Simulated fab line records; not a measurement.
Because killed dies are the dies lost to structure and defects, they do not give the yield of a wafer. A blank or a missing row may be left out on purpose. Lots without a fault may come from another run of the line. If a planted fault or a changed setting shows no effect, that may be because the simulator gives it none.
2 desks looking at one fault	flow n5-finfet	each desk holds nothing but its own numbers, with what lay behind them at the end

## TOOL OWNER'S DESK, cmp-04
The tool's own readings at N5_BEOL_M14_CMP_49 (polishes, stops on SiO2, t overpolish 5.2 s, target thk 560 nm): means of the sampled wafers that have a number, for each lot that ran on this tool. Any lot whose mean is over 4 standard deviations away from the usual mean is out of limits and marked OUT; that distance is given in the brackets.
Columns: A = barrier-field-endpoint-s at N5_BEOL_M14_CMP_49, usual 11.26 s; B = edge-zone-pressure-frac at N5_BEOL_M14_CMP_49, usual 1.000; C = motor-current-A at N5_BEOL_M14_CMP_49, usual 8.0 A; D = overpolish-run-s at N5_BEOL_M14_CMP_49, usual 5.199 s; E = time-to-endpoint-s at N5_BEOL_M14_CMP_49, usual 121 s
lot	first seen here	A	B	C	D	E
L250	day 12 06:52	11.19	1.001	8.1	5.202	118
L256	day 13 19:17	11.43	0.999	8.5	5.197	123
L255	day 13 22:19	8.01 (-14) OUT	0.999	8.2	5.192	86 (-9.6) OUT
L258	day 14 02:44	8.11 (-13) OUT	1.001	8.2	5.201	90 (-8.5) OUT
L268	day 17 16:51	11.17	1.000	8.3	5.203	121
L267	day 17 18:36	11.15	0.996	8.0	5.202	118
This desk's finding: out of limits on L255, L258; first on L255, day 13 22:19 (barrier-field-endpoint-s at N5_BEOL_M14_CMP_49). In limits: L250, L256, L268, L267.

## AT THE METROLOGY DESK
Lot by lot, what the gauges showed, no matter which tool ran the lot: averages of those sampled wafers that carry a number. Any lot whose mean is over 4 standard deviations away from the usual mean is out of limits and marked OUT; that distance is given in the brackets.
Columns: A = cd-nm at N5_BEOL_M14_CD_MEAS_17, usual 251.2 nm
lot	first seen here	A
L245	day 10 23:55	250.8
L247	day 11 01:18	250.6
L251	day 12 02:04	251.6
L250	day 12 02:07	249.4
L252	day 12 09:03	250.5
L256	day 13 16:07	249.3
L255	day 13 18:55	252.1
L258	day 13 21:26	252.0
L259	day 14 12:57	253.1
L268	day 17 09:44	250.2
L267	day 17 11:32	250.9
This desk's verdict: no lot among the 11 shows anything out of limits.

## TAKEN TOGETHER
On L255, L258, at day 13 22:19, an alarm was possible from the tool owner's desk.
At the metrology desk, nothing out of limits was observed.
The metrology desk has L255, L258 on record, within its limits.
N5_BEOL_M14_CMP_49 was run on cmp-04 by each of the lots named.

## WHAT WAS PUT IN BY THE SIMULATOR
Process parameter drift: cmp-04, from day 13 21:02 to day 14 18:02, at N5_BEOL_M14_CMP_49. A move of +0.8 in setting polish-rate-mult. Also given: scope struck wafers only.
Struck lots among those shown: L255, L258.
How many hours passed from the start of the fault until each desk's first out-of-limits reading: the tool owner's desk, 1.
